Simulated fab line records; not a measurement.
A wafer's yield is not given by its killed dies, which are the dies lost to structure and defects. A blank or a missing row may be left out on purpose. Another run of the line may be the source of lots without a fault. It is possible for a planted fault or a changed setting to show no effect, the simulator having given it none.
Comparing a struck lot with a sound one ; flow n5_finfet ; 16 out of 1938 route steps
Sound: the wafers L773.2, L773.5, L773.6. Struck: wafers L781.1, L781.3, L781.6. The cause is named last.
Order at every step that has rows: each side's tool, ch and its chambers, its first start. Under that, the readings that differ: sound wafers ; struck wafers ; difference of the means ; sigmas: that difference in standard deviations of wafers without a fault.
alike: readings whose means differ by less than 2 such deviations, and words and numbers that are the same on both sides. not compared: withheld readings, readings that some wafer has no value for, bounds like >300 that may hide the same value, and numbers for which the record gives no deviation and whose values overlap.
The two part at a step that has a row with sigmas, a row that says differs or no value, or rows on one side only. Numbers that have no deviation but don't overlap get no sigmas and don't part them. A reading missing from all wafers of one side parts the sides only when that side holds two or more wafers.

first, 4 steps without rows for these wafers: N5_BEOL_M3_SOFTBAKE_23 (time 60 s); N5_BEOL_M3_EXPOSE_25 (exposes mask V2, defocus 5 nm); N5_BEOL_M3_PEB_26 (peb time 60 s); N5_BEOL_M3_DEVELOP_27 (develop time 30 s).
N5_BEOL_M3_CD_MEAS_28: target cd 25.7 nm, target cd y 23.3 nm.
  sound on cd_sem-01 ch 0, day 12 22:00; struck on cd_sem-02 ch 0, day 14 18:18
  alike: cd_nm
N5_BEOL_M3_OVL_MEAS_29:
  sound on overlay-01 ch 0, day 12 22:02; struck on overlay-02 ch 0, day 14 18:20
  alike: V2_OVL
N5_BEOL_M3_INSPECT_30: inspects for defects (brightfield).
  struck on defect_inspect-01, day 14 18:23; sound on defect_inspect-01, day 12 22:05
  alike: raw_defect_count
N5_BEOL_M3_DESCUM_33: chemistry O2, time 7 s.
  sound on rie_diel-01 ch 0,1,3, day 12 22:07; struck on rie_diel-01 ch 0,2,3, day 14 18:25
  alike: bias_power_w, drypump_motor_current_A, oes_product_au, rf_fwd_power_W, rf_vpp_V, showerhead_plenum_p_Torr, throttle_valve_pct
  not compared: rf_hours_counter_h
N5_BEOL_M3_ETCH_77: etches underlayer in N2/H2, target depth 6.5 nm, time 5.2 s.
  sound on rie_diel-01 ch 0,1,3, day 12 22:09; struck on rie_diel-01 ch 0,2,3, day 14 18:28
  alike: drypump_motor_current_A, etch_rf_on_time_s, oes_product_au, rf_fwd_power_W, rf_vpp_V, showerhead_plenum_p_Torr, throttle_valve_pct
  not compared: rf_hours_counter_h
N5_BEOL_M3_ETCH_69: etches SiARC in CF4, target depth 15.6 nm, time 26 s.
  sound on rie_diel-01 ch 0,1,3, day 12 22:10; struck on rie_diel-01 ch 0,2,3, day 14 18:28
  alike: drypump_motor_current_A, etch_rf_on_time_s, oes_product_au, rf_fwd_power_W, rf_vpp_V, showerhead_plenum_p_Torr, throttle_valve_pct
  not compared: rf_hours_counter_h
N5_BEOL_M3_ALD_98: deposits SiO2, target thk 2.5 nm, pulse time 1 s, co reactant pulse time 1 s.
  sound on ald_sin-04 ch 1,2, day 12 22:30; struck on ald_sin-04 ch 0,2, day 14 18:33
  alike: heater_power_w, precursor_pulse_height_rel
N5_BEOL_M3_ETCHBACK_99: etches SiO2 in CHF3, target depth 5 nm, time 10.4 s.
  sound on rie_diel-01 ch 0,1,3, day 13 13:50; struck on rie_diel-04 ch 0,1,3, day 15 01:59
  alike: drypump_motor_current_A, oes_product_au, rf_fwd_power_W, rf_vpp_V, showerhead_plenum_p_Torr, throttle_valve_pct
  not compared: rf_hours_counter_h
N5_BEOL_M3_ETCH_70: etches SOC in N2/H2, target depth 80 nm, overetch 16 nm, time 120 s.
  sound on rie_diel-01 ch 0,1,3, day 13 13:52; struck on rie_diel-04 ch 0,1,3, day 15 02:01
reading;sound;struck;difference;sigmas
rf_fwd_power_W (W);835.6 838.2 834.8;634.2 641.2 638.8;-198.1;-68
rf_vpp_V (V);524.3 523.1 521.6;572.1 578.0 573.2;+51.4;+26
model.SiARC_of_BEOL_M3_COAT_68.thk_nm (nm);6.4 6.4 6.8;7 7.4 7.2;+1;
  alike: drypump_motor_current_A, oes_product_au, showerhead_plenum_p_Torr, throttle_valve_pct
  not compared: rf_hours_counter_h
then, 1 step without rows for these wafers: N5_BEOL_M3_STRIP_71 (strips in N2/H2).
-- a jump in the record: the struck wafers' starts before and after are 3 days apart (it breaks off in module BEOL_M3 and resumes in module BEOL_M4, where the first step shown is number 1111 of the route) --
N5_BEOL_M4_RC_MEAS_101:
  sound on prober-01 ch 0, day 16 22:52; struck on prober-01 ch 0, day 17 15:22
  alike: DIBL_N, DIBL_P, IOFF_N, IOFF_P, ION_N, ION_P, SS_N, SS_P, VT_N, VT_P
following that, these wafers have no rows for 1 step: N5_PASSIVATION_PROBE_49.

WHERE THEY PART
N5_BEOL_M3_ETCH_70 only, going by this record. Later steps at which nothing parts them and some readings are alike: N5_BEOL_M4_RC_MEAS_101.

WHY: the cause the simulator had injected
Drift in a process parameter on rie_diel-04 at N5_BEOL_M3_ETCH_70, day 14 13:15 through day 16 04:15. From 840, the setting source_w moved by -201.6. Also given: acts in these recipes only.
